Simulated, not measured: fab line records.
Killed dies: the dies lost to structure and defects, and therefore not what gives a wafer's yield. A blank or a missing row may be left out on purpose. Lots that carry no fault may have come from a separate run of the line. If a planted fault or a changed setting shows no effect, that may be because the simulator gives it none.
Problem report, 8D (eight disciplines) form, completed by code || flow n5_finfet || the parts of the form that need people (team, actions taken, sign-off) are left out

## 1. THE ISSUE
VT_P at N5_BEOL_M4_RC_MEAS_101 reads a mean of -271.9 mV on 1 wafer of 1 lot; wafers without a fault read -251.6 mV with a standard deviation of 3. Relative to the usual mean, that is a shift of -6.8 standard deviations.
First observed at day 12 11:29: wafer L877.4, on prober-02. The record holds 29 wafers of 10 lots with a number at this step. Rule for "out" (also "out of limits"): further than 4 standard deviations from the usual mean. Any other wafer with a number is counted as sound.

## 2. WHAT IT IS, WHAT IT ISN'T
{"question": "which readings at this step", "is": "VT_P, IOFF_P_LIN, IOFF_P_LONG, ION_P, VT_N_LVT, VT_P_LONG", "is not": "DIBL_N, DIBL_P, IOFF_N, ION_N, SS_N, SS_P, VT_N"}
{"question": "which lots", "is": "L877", "is not": "L860, L862, L863, L865, L866, L867, L870, L871, L872"}
{"question": "which wafers of those lots", "is": "L877.4", "is not": "L877.2"}
{"question": "read on which gauges", "is": "prober-02", "is not": "prober-01"}
{"question": "when", "is": "from day 12 11:29", "is not": "up to then (28 sound wafers)"}

## 3. WHAT RULES OUT EACH SUSPECT
Counting: any tool at a process step up to the reading remains a suspect provided it ran every lot that is out. Sound lots after the first of them don't rule it out here, since some wafers of a struck lot are sound.
- the gauge at N5_BEOL_M4_RC_MEAS_101: kept. All the wafers that are out were read on prober-02, and no step on other tools shows them out.
- ald_hk-02 at N5_HKMG_FIN_ALD_74 (deposits La2O3, target thk 0.5 nm, pulse time 6 s, co reactant pulse time 1 s): kept. The lot that is out, L877, ran on it at day 8 06:43; the last sound lot it ran before that was L872, at day 7 02:42.
- pvd_sputter-03 at N5_BEOL_M4_ANNEAL_49 (time 240 s): kept. The lot that is out, L877, ran on it at day 12 08:32; the last sound lot it ran before that was L872, at day 11 02:23.
- cvd_co-02 at N5_BEOL_M4_PRE_CLEAN_60 (time 15 s): kept. The lot that is out, L877, ran on it at day 12 11:04; the last sound lot it ran before that was L871, at day 11 08:07.
- At N5_HKMG_FIN_ALD_74 on ald_hk-02, chamber 3 took the sound wafers of the same lots and chamber 1 took the wafers that are out.
Left after counting: ald_hk-02 at N5_HKMG_FIN_ALD_74, pvd_sputter-03 at N5_BEOL_M4_ANNEAL_49, cvd_co-02 at N5_BEOL_M4_PRE_CLEAN_60, prober-02 at N5_BEOL_M4_RC_MEAS_101.

## 4. THE CAUSE (what the simulator had put in)
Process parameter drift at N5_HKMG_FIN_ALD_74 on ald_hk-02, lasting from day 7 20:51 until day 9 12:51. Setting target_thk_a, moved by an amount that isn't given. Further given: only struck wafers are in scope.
After counting, 4 suspects remain, this tool included.

## 5. THE EFFECT CHAIN, in route order
Rows list readings where the struck wafers' mean (over those with a number) sits beyond 3 standard deviations from the usual. Only readings for which the record gives a usual standard deviation are gone through. hours: the time from each lot's start at the first step in this table that gives one to its start at this step, as a median over the lots. sigmas: the change in usual standard deviations.
{"hours": 0, "step": "N5_BEOL_M4_RC_MEAS_101", "reading": "IOFF_P", "usual": "0.201 nA/um", "on struck wafers": 0.096, "change": -0.105, "sigmas": -3.6}
{"hours": 0, "step": "N5_BEOL_M4_RC_MEAS_101", "reading": "IOFF_P_85C", "usual": "3.5 nA/um", "on struck wafers": 1.9, "change": -1.6, "sigmas": -3.7}
{"hours": 0, "step": "N5_BEOL_M4_RC_MEAS_101", "reading": "IOFF_P_LIN", "usual": "0.096 nA/um", "on struck wafers": 0.047, "change": -0.049, "sigmas": -4.5}
{"hours": 0, "step": "N5_BEOL_M4_RC_MEAS_101", "reading": "IOFF_P_LONG", "usual": "0.000103 nA/um", "on struck wafers": 0.000066, "change": -0.000037, "sigmas": -4.9}
{"hours": 0, "step": "N5_BEOL_M4_RC_MEAS_101", "reading": "ION_P", "usual": "460 uA/um", "on struck wafers": 427, "change": -33, "sigmas": -4.7}
{"hours": 0, "step": "N5_BEOL_M4_RC_MEAS_101", "reading": "VT_N_LVT", "usual": "98.6 mV", "on struck wafers": 82.7, "change": -15.9, "sigmas": -6.1}
{"hours": 0, "step": "N5_BEOL_M4_RC_MEAS_101", "reading": "VT_P", "usual": "-251.6 mV", "on struck wafers": -271.9, "change": -20.3, "sigmas": -6.8}
{"hours": 0, "step": "N5_BEOL_M4_RC_MEAS_101", "reading": "VT_P_LONG", "usual": "-276.5 mV", "on struck wafers": -295.6, "change": -19.1, "sigmas": -6.4}
{"hours": 110, "step": "N5_PASSIVATION_PROBE_49", "reading": "sort_n_pass", "usual": 1083, "on struck wafers": 726, "change": -357, "sigmas": -21}
{"hours": 110, "step": "N5_PASSIVATION_PROBE_49", "reading": "sort_yield_pct", "usual": "91.7 %", "on struck wafers": 61.5, "change": -30.2, "sigmas": -20}
It contains these process steps:
- N5_PASSIVATION_PROBE_49

## 6. WHAT WOULD HAVE CAUGHT IT SOONER
111 hours passed between the start of the fault at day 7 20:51 and the first reading out of limits at a measuring or inspecting step in this record, taken at day 12 11:29.
No tool reading at N5_HKMG_FIN_ALD_74 that has a usual standard deviation in the record was out on any struck wafer, so an alarm limit of 4 standard deviations on those readings would not have fired.
By day 12 11:29 the whole set of lots that are out, 1 in number, had already begun N5_HKMG_FIN_ALD_74 on ald_hk-02. Tool hold at that time: it would have spared none of them.
